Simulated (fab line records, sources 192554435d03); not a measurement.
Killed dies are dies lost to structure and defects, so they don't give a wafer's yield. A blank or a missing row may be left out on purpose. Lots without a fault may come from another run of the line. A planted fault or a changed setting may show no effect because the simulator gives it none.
Chamber matching | flow n5_finfet | N5_BEOL_M2_CO_CAP_55 on cvd_co-02: 3 sister chambers
The step material Co, precursor CCTBA/H2, target thk 2 nm, time 102.1 s. 33 wafers are shown with their chamber, then 12 later ones without.

WAFERS WITH THEIR CHAMBER
wafer  | chamber | heater_power_w (W)
L077.1 | 1       | 260
L077.2 | 2       | 239
L077.3 | 0       | 253
L077.4 | 0       | 259
L077.5 | 2       | 234
L077.6 | 1       | 263
L078.1 | 0       | 257
L078.2 | 2       | 240
L078.3 | 1       | 265
L078.4 | 2       | 236
L078.5 | 1       | 256
L078.6 | 0       | 250
L079.1 | 2       | 237
L079.3 | 0       | 251
L079.4 | 1       | 264
L080.2 | 1       | 262
L080.3 | 0       | 259
L080.6 | 2       | 244
L083.4 | 0       | 258
L083.5 | 1       | 266
L083.6 | 2       | 238
L087.1 | 1       | 273
L087.3 | 0       | 257
L087.6 | 0       | 259
L089.4 | 2       | 237
L089.5 | 1       | 267
L089.6 | 0       | 259
L090.1 | 0       | 256
L090.3 | 2       | 236
L090.5 | 2       | 231
L092.2 | 2       | 244
L092.3 | 1       | 264
L092.6 | 1       | 262

SIGNATURES (means of the wafers above)
reading        | chamber 0 | chamber 1 | chamber 2 | scatter within a chamber
heater_power_w | 256.18    | 263.82    | 237.82    | 3.86
Rule: a wafer's distance from a chamber is the root of the sum, over the readings, of the square of ((its reading less the chamber's mean) divided by the reading's scatter). The wafer belongs to the nearest chamber; if the next one is less than 2 further off, it can't be placed. The scatter: the root of (the sum of the squares of (reading less its chamber's mean) over the shown wafers, divided by (wafers less chambers)).

WAFERS WITHOUT THEIR CHAMBER
wafer  | heater_power_w (W)
L096.1 | 265
L096.2 | 257
L096.3 | 238
L096.4 | 260
L096.5 | 241
L096.6 | 265
L097.1 | 236
L097.2 | 257
L097.3 | 249
L097.4 | 269
L097.5 | 240
L097.6 | 257

WHICH CHAMBER EACH WENT THROUGH
wafer  | from the rows above          | in truth
L096.1 | can't be placed: 1 or 0      | 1
L096.2 | can't be placed: 0 or 1      | 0
L096.3 | 2                            | 2
L096.4 | can't be placed: 0 or 1      | 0
L096.5 | 2                            | 2
L096.6 | can't be placed: 1 or 0      | 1
L097.1 | 2                            | 2
L097.2 | can't be placed: 0 or 1      | 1
L097.3 | can't be placed: 0 or 2 or 1 | 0
L097.4 | can't be placed: 1 or 0      | 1
L097.5 | 2                            | 2
L097.6 | can't be placed: 0 or 1      | 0
Placed correctly: 4 of 12. Can't be placed from these rows: 8 (the true chamber is among the candidates in 8). Placed wrongly: 0.
